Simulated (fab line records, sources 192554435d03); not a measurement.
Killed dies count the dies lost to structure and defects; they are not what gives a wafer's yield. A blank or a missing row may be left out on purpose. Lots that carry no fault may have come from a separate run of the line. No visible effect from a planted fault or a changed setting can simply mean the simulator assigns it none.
Which tool did it? || flow n5 finfet || Sampling: 11 lots, 33 wafers, 4 of 1938 route steps

== WHAT EACH GAUGE READ, for each wafer ==
N5_BEOL_M1_OVL_MEAS_12.
{"lot": "L075", "measured": "day 6 07:13", "on": "overlay-01", "M1_OVL (nm)": "0.1 -0.3 0.0"}
{"lot": "L078", "measured": "day 7 04:23", "on": "overlay-01", "M1_OVL (nm)": "-0.2 0.4 0.3"}
{"lot": "L079", "measured": "day 7 19:29", "on": "overlay-01", "M1_OVL (nm)": "0.2 0.1 0.0"}
{"lot": "L083", "measured": "day 8 07:11", "on": "overlay-01", "M1_OVL (nm)": "-0.6 -1.3 -0.8"}
{"lot": "L084", "measured": "day 8 18:41", "on": "overlay-01", "M1_OVL (nm)": "2.0 0.5 0.7"}
{"lot": "L086", "measured": "day 9 04:15", "on": "overlay-01", "M1_OVL (nm)": "0.5 -0.3 0.9"}
{"lot": "L088", "measured": "day 9 14:52", "on": "overlay-02", "M1_OVL (nm)": "0.6 0.5 0.5"}
{"lot": "L090", "measured": "day 10 02:10", "on": "overlay-02", "M1_OVL (nm)": "0.9 -1.0 -0.3"}
{"lot": "L092", "measured": "day 10 20:27", "on": "overlay-02", "M1_OVL (nm)": "0.0 0.4 -0.1"}
{"lot": "L094", "measured": "day 11 12:06", "on": "overlay-01", "M1_OVL (nm)": "-0.5 -1.0 -0.1"}
{"lot": "L097", "measured": "day 12 00:19", "on": "overlay-02", "M1_OVL (nm)": "0.5 0.3 0.0"}

== WHICH TOOL RAN EACH LOT (tool, then ch and the chambers of the sampled wafers, then the start) ==
{"lot": "L075", "N5_BEOL_M0_STRIP_142": "rie diel-04 ch 0,1,2, day 5 23:36", "N5_BEOL_M0_ALD_136": "ald metal-04 ch 0,1,2, day 6 00:38", "N5_BEOL_M0_CMP_120": "cmp-04 ch 1,3, day 6 01:56"}
{"lot": "L078", "N5_BEOL_M0_STRIP_142": "rie diel-04 ch 0,3, day 6 21:36", "N5_BEOL_M0_ALD_136": "ald metal-04 ch 0,1, day 6 23:45", "N5_BEOL_M0_CMP_120": "cmp-01 ch 2,3, day 7 01:05"}
{"lot": "L079", "N5_BEOL_M0_STRIP_142": "rie diel-04 ch 0,1,3, day 7 15:17", "N5_BEOL_M0_ALD_136": "ald metal-02 ch 1,3, day 7 16:16", "N5_BEOL_M0_CMP_120": "cmp-01 ch 0,1, day 7 17:49"}
{"lot": "L083", "N5_BEOL_M0_STRIP_142": "rie diel-06 ch 1,2,3, day 8 01:04", "N5_BEOL_M0_ALD_136": "ald metal-04 ch 0,1, day 8 01:48", "N5_BEOL_M0_CMP_120": "cmp-04 ch 1,2, day 8 03:16"}
{"lot": "L084", "N5_BEOL_M0_STRIP_142": "rie diel-06 ch 1,2,3, day 8 11:04", "N5_BEOL_M0_ALD_136": "ald metal-04 ch 0,3, day 8 11:49", "N5_BEOL_M0_CMP_120": "cmp-04 ch 0,1, day 8 14:27"}
{"lot": "L086", "N5_BEOL_M0_STRIP_142": "rie diel-03 ch 0,1,3, day 8 23:46", "N5_BEOL_M0_ALD_136": "ald metal-04 ch 0,2,3, day 9 00:40", "N5_BEOL_M0_CMP_120": "cmp-02 ch 1,2,3, day 9 02:59"}
{"lot": "L088", "N5_BEOL_M0_STRIP_142": "rie diel-04 ch 1,2, day 9 08:24", "N5_BEOL_M0_ALD_136": "ald metal-02 ch 1,2,3, day 9 09:02", "N5_BEOL_M0_CMP_120": "cmp-02 ch 0,2,3, day 9 11:50"}
{"lot": "L090", "N5_BEOL_M0_STRIP_142": "rie diel-06 ch 1,2,3, day 9 18:50", "N5_BEOL_M0_ALD_136": "ald metal-01 ch 0,1,2, day 9 20:28", "N5_BEOL_M0_CMP_120": "cmp-04 ch 0,1,3, day 10 00:22"}
{"lot": "L092", "N5_BEOL_M0_STRIP_142": "rie diel-04 ch 0,3, day 10 13:49", "N5_BEOL_M0_ALD_136": "ald metal-02 ch 1,2, day 10 15:41", "N5_BEOL_M0_CMP_120": "cmp-02 ch 0,2, day 10 17:31"}
{"lot": "L094", "N5_BEOL_M0_STRIP_142": "rie diel-04 ch 1,3, day 11 05:08", "N5_BEOL_M0_ALD_136": "ald metal-01 ch 1,2,3, day 11 05:46", "N5_BEOL_M0_CMP_120": "cmp-04 ch 0,1,2, day 11 07:05"}
{"lot": "L097", "N5_BEOL_M0_STRIP_142": "rie diel-04 ch 0,3, day 11 16:49", "N5_BEOL_M0_ALD_136": "ald metal-04 ch 0,2,3, day 11 19:21", "N5_BEOL_M0_CMP_120": "cmp-04 ch 1,2, day 11 20:49"}
- N5_BEOL_M0_STRIP_142: strips in N2/H2, time 10 s.
- N5_BEOL_M0_ALD_136: deposits TaN, pulse time 2 s, purge time 3 s, co reactant purge time 2 s.
- N5_BEOL_M0_CMP_120: polishes, stops on SiOC, t overpolish 6.9 s.

== THE ANSWER, worked out from the rows above alone ==
Rule: the lots themselves supply what counts as usual. Put in order of their means at a reading, lots are off if they are a third of the lots or fewer, leave a main group of 4 or more, and stand apart from it by a gap of 3 or more times the standard deviation of the main group's means; of several such gaps the widest counts. The tables above print the reading to a certain number of digits; a main group whose means all agree to those digits is not used. A lot without any number at a reading at which 4 lots or more have one is off too. Any other lot the step has rows for is counted as sound.
No lot is off on any of the readings shown, so nothing can be concluded from this.

== WHAT THE SIMULATOR HAD PUT IN ==
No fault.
